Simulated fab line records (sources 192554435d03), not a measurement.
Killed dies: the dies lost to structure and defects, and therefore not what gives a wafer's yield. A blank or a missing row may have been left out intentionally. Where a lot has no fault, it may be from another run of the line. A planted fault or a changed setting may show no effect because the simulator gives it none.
Which tool is to blame? -- flow n5_finfet -- 11 lots with 32 wafers sampled at 4 steps, on a route of 1938 steps

WHAT EACH GAUGE READ, for each wafer
N5_BEOL_M14_OCD_MEAS_35. Usual: 553 nm for trench_depth_nm, sd 17.
lot,measured,on,trench_depth_nm (nm),flag
L705,day 11 11:14,ocd-02,533 536 540,
L710,day 12 19:34,ocd-02,538 530 536,
L711,day 14 00:07,ocd-01,535 576 576,
L716,day 14 23:49,ocd-02,529 585 588,
L715,day 15 10:05,ocd-01,533 577,
L725,day 16 17:52,ocd-01,534 557 590,
L721,day 16 23:25,ocd-01,567 544 567,
L724,day 17 06:46,ocd-02,552 553 594,
L723,day 17 08:11,ocd-01,542 559 540,
L726,day 17 20:55,ocd-02,543 566 561,
L728,day 17 21:19,ocd-01,578 534 571,

WHICH TOOL RAN EACH LOT (tool, then ch and the chambers of the sampled wafers, then the start)
lot,N5_BEOL_M14_STRIP_64,N5_BEOL_M14_DESCUM_33,N5_BEOL_M14_ETCH_68
L705,"rie_diel-06 ch 0,2,3, day 11 10:38 or earlier","rie_diel-06 ch 0,1,3, day 11 10:38","rie_diel-06 ch 0,1,3, day 11 10:49"
L710,"rie_diel-06 ch 0,2,3, day 12 18:57 or earlier","rie_diel-05 ch 1,2,3, day 12 18:57","rie_diel-05 ch 1,2,3, day 12 19:08"
L711,"rie_diel-02 ch 1,3, day 13 23:31 or earlier","rie_diel-05 ch 0,3, day 13 23:31","rie_diel-05 ch 0,3, day 13 23:41"
L716,"rie_diel-02 ch 0,1,3, day 14 23:13 or earlier","rie_diel-02 ch 2,3, day 14 23:13","rie_diel-02 ch 2,3, day 14 23:23"
L715,"rie_diel-02 ch 1,2, day 15 09:28 or earlier","rie_diel-05 ch 0,1, day 15 09:28","rie_diel-05 ch 0,1, day 15 09:38"
L725,"rie_diel-05 ch 1,2,3, day 16 17:15 or earlier","rie_diel-02 ch 1,2,3, day 16 17:15","rie_diel-02 ch 1,2,3, day 16 17:26"
L721,"rie_diel-05 ch 1,2,3, day 16 22:49 or earlier","rie_diel-06 ch 1,2, day 16 22:49","rie_diel-06 ch 1,2, day 16 22:59"
L724,"rie_diel-02 ch 0,1, day 17 06:09 or earlier","rie_diel-02 ch 0,3, day 17 06:09","rie_diel-02 ch 0,3, day 17 06:20"
L723,"rie_diel-02 ch 0,1,3, day 17 07:35 or earlier","rie_diel-06 ch 0,2, day 17 07:35","rie_diel-06 ch 0,2, day 17 07:46"
L726,"rie_diel-02 ch 1,2, day 17 20:19 or earlier","rie_diel-06 ch 0,1,2, day 17 20:19","rie_diel-06 ch 0,1,2, day 17 20:29"
L728,"rie_diel-02 ch 1,2,3, day 17 20:43 or earlier","rie_diel-05 ch 1,2, day 17 20:43","rie_diel-05 ch 1,2, day 17 20:54"
- N5_BEOL_M14_STRIP_64: strips in O2.
- N5_BEOL_M14_DESCUM_33: chemistry O2, time 7.9 s.
- N5_BEOL_M14_ETCH_68: etches SOC in N2/H2, time 450 s.

WHAT THE TOOLS THEMSELVES READ (means of the sampled wafers that have a number; where no wafer has one, the mark that the record gives instead)
N5_BEOL_M14_STRIP_64. Usual: drypump_motor_current_A 5.9 A, standard deviation 0.55; oes_product_au 0.77 a.u., standard deviation 0.09; rf_vpp_V 3.6 V, standard deviation 0.47; showerhead_plenum_p_Torr 2.09 Torr, standard deviation 0.061; throttle_valve_pct 16.69 %, standard deviation 0.22.
lot,tool,drypump_motor_current_A (A),oes_product_au (a.u.),rf_vpp_V (V),showerhead_plenum_p_Torr (Torr),throttle_valve_pct (%),flag
L705,rie_diel-06,5.2,0.68,4.0,2.04,16.82,
L710,rie_diel-06,5.3,0.68,3.5,2.04,16.86,
L711,rie_diel-02,6.4,0.74,3.5,2.15,16.62,
L716,rie_diel-02,6.0,0.83,4.0,2.11,16.61,
L715,rie_diel-02,6.4,0.74,3.5,2.13,16.59,
L725,rie_diel-05,6.2,0.82,3.3,2.06,16.57,
L721,rie_diel-05,6.1,0.82,3.5,2.06,16.57,
L724,rie_diel-02,6.0,0.73,3.7,2.11,16.74,
L723,rie_diel-02,6.0,0.80,3.9,2.11,16.64,
L726,rie_diel-02,6.3,0.72,3.8,2.11,16.68,
L728,rie_diel-02,6.2,0.78,3.8,2.11,16.61,

N5_BEOL_M14_DESCUM_33. Usual: drypump_motor_current_A 5.9 A, standard deviation 0.54; oes_product_au 0.79 a.u., standard deviation 0.093; rf_vpp_V 243.4 V, standard deviation 1.4; showerhead_plenum_p_Torr 2.10 Torr, standard deviation 0.065; throttle_valve_pct 20.43 %, standard deviation 0.21.
lot,tool,drypump_motor_current_A (A),oes_product_au (a.u.),rf_vpp_V (V),showerhead_plenum_p_Torr (Torr),throttle_valve_pct (%),flag
L705,rie_diel-06,5.4,0.69,241.8,1.99,20.56,
L710,rie_diel-05,6.1,0.74,242.5,2.07,20.42,
L711,rie_diel-05,6.1,0.79,243.6,2.06,20.37,
L716,rie_diel-02,5.8,0.91,242.9,2.08,20.40,
L715,rie_diel-05,6.6,0.75,243.0,2.08,20.27,
L725,rie_diel-02,6.2,0.81,243.4,2.10,20.34,
L721,rie_diel-06,5.3,0.96,244.7,2.20,20.53,
L724,rie_diel-02,5.7,0.79,242.9,2.07,20.54,
L723,rie_diel-06,5.2,0.89,244.2,2.15,20.41,
L726,rie_diel-06,5.4,0.89,244.9,2.19,20.47,
L728,rie_diel-05,6.4,0.86,242.9,2.07,20.38,

N5_BEOL_M14_ETCH_68. Usual: drypump_motor_current_A 5.9 A, standard deviation 0.54; oes_product_au 0.79 a.u., standard deviation 0.093; rf_vpp_V 524.2 V, standard deviation 2.5; showerhead_plenum_p_Torr 2.55 Torr, standard deviation 0.083; throttle_valve_pct 17.74 %, standard deviation 0.23.
lot,tool,drypump_motor_current_A (A),oes_product_au (a.u.),rf_vpp_V (V),showerhead_plenum_p_Torr (Torr),throttle_valve_pct (%),flag
L705,rie_diel-06,5.4,0.69,520.7,2.41,17.94,
L710,rie_diel-05,6.2,0.75,522.7,2.51,17.82,
L711,rie_diel-05,6.1,0.78,523.2,2.52,17.74,
L716,rie_diel-02,5.8,0.90,522.9,2.50,17.58,
L715,rie_diel-05,6.6,1.04,523.8,2.54,17.63,
L725,rie_diel-02,6.2,0.80,524.6,2.55,17.59,
L721,rie_diel-06,5.3,0.97,527.9,2.67,17.83,
L724,rie_diel-02,5.7,0.79,522.6,2.49,17.69,
L723,rie_diel-06,5.2,0.89,525.9,2.62,17.78,
L726,rie_diel-06,5.4,0.90,527.1,2.66,17.83,
L728,rie_diel-05,6.4,0.87,523.6,2.51,17.79,

THE ANSWER, worked out from the rows above alone
Rule: take the mean of a lot's wafers that have a number; if it is more than 3 standard deviations from the usual mean, the lot is off. Also off: a lot with no number at a reading for which 4 or more lots have one. Where the step has rows for the other lots, those lots are counted as sound. First the gauges in route order, then the tools' own readings, where a lot's mean is used as printed above. At the first step where some lot is off, the reading lying furthest off is the one used; lots without a number count as furthest.
No lot is off at any reading shown: from this, nothing can be told.

WHAT HAD BEEN PUT IN BY THE SIMULATOR
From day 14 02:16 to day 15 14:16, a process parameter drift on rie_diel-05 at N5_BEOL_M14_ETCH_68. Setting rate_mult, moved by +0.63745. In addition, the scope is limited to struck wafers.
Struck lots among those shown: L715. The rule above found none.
